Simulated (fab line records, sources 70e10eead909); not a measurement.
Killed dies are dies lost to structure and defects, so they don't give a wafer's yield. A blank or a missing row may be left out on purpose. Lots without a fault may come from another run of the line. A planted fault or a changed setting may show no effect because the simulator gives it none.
Which tool did it? | flow nand_harc | 11 lots, 33 wafers sampled, at 3 steps of a route of 1159

WHAT THE GAUGES READ, wafer by wafer
NHARC_P_ZERO_WELL_CD_MEAS_37: target cd 720 nm.
lot  | measured    | on        | cd_nm (nm)
L676 | day 1 16:13 | cd_sem-03 | 716.3 718.2 716.6
L678 | day 2 04:20 | cd_sem-03 | 721.0 719.2 717.8
L679 | day 2 10:16 | cd_sem-03 | 718.0 721.8 721.1
L681 | day 2 22:08 | cd_sem-01 | 717.7 717.7 718.3
L684 | day 3 15:59 | cd_sem-01 | 719.2 716.7 717.3
L685 | day 3 22:07 | cd_sem-02 | 719.2 720.6 716.3
L686 | day 4 04:16 | cd_sem-01 | 718.2 721.1 717.7
L688 | day 4 16:20 | cd_sem-02 | 721.9 722.9 722.4
L691 | day 5 10:14 | cd_sem-01 | 727.9 726.8 727.4 728.0 727.0 727.3
L698 | day 7 04:17 | cd_sem-03 | 717.7 718.2 717.8
L699 | day 7 10:20 | cd_sem-01 | 719.5 721.2 721.0

WHICH TOOL RAN EACH LOT (tool, then ch and the chambers of the sampled wafers, then the start)
lot  | NHARC_P_ZERO_WELL_DESCUM_13       | NHARC_P_ZERO_WELL_EXPOSE_34
L676 | rie_diel-12 ch 1,2,3, day 1 13:31 | krf_scanner-01 ch 0, day 1 16:04
L678 | rie_diel-06 ch 2,3, day 2 01:31   | krf_scanner-01 ch 0, day 2 04:10
L679 | rie_diel-06 ch 1,2, day 2 07:26   | krf_scanner-04 ch 0, day 2 10:06
L681 | rie_diel-06 ch 0,1,2, day 2 19:25 | krf_scanner-02 ch 0, day 2 21:59
L684 | rie_diel-12 ch 0,2,3, day 3 13:24 | krf_scanner-01 ch 0, day 3 15:50
L685 | rie_diel-12 ch 0,1,3, day 3 19:25 | krf_scanner-01 ch 0, day 3 21:58
L686 | rie_diel-12 ch 2,3, day 4 01:27   | krf_scanner-04 ch 0, day 4 04:07
L688 | rie_diel-12 ch 2,3, day 4 13:25   | krf_scanner-04 ch 0, day 4 16:10
L691 | rie_diel-06 ch 0,1, day 5 07:24   | krf_scanner-01 ch 0, day 5 10:04
L698 | rie_diel-06 ch 0,2,3, day 7 01:25 | krf_scanner-01 ch 0, day 7 04:08
L699 | rie_diel-05 ch 0,1,2, day 7 07:28 | krf_scanner-02 ch 0, day 7 10:10
- NHARC_P_ZERO_WELL_DESCUM_13: chemistry O2, time 3 s.
- NHARC_P_ZERO_WELL_EXPOSE_34: exposes mask P PWELL, target cd 720 nm.

THE ANSWER, worked out from the rows above alone
Rule: what is usual is taken from the lots themselves. Put in order of their means at a reading, lots are off if they are a third of the lots or fewer, leave a main group of 4 or more, and stand apart from it by a gap of 3 or more times the standard deviation of the main group's means; of several such gaps the widest counts. A main group whose means are all the same, to the digits that the tables above print for the reading, isn't used. A lot without any number at a reading at which 4 lots or more have one is off too. The other lots that the step has rows for count as sound.
Off: L691, at NHARC_P_ZERO_WELL_CD_MEAS_37 (cd_nm). The main group: mean 719.1 nm, standard deviation 1.5.
A tool fits if, at a process step before that reading, it ran every lot that is off, and no sound lot after the first of them. The gauges at NHARC_P_ZERO_WELL_CD_MEAS_37 are tried like those tools. None of those tried fits.

WHAT THE SIMULATOR HAD PUT IN
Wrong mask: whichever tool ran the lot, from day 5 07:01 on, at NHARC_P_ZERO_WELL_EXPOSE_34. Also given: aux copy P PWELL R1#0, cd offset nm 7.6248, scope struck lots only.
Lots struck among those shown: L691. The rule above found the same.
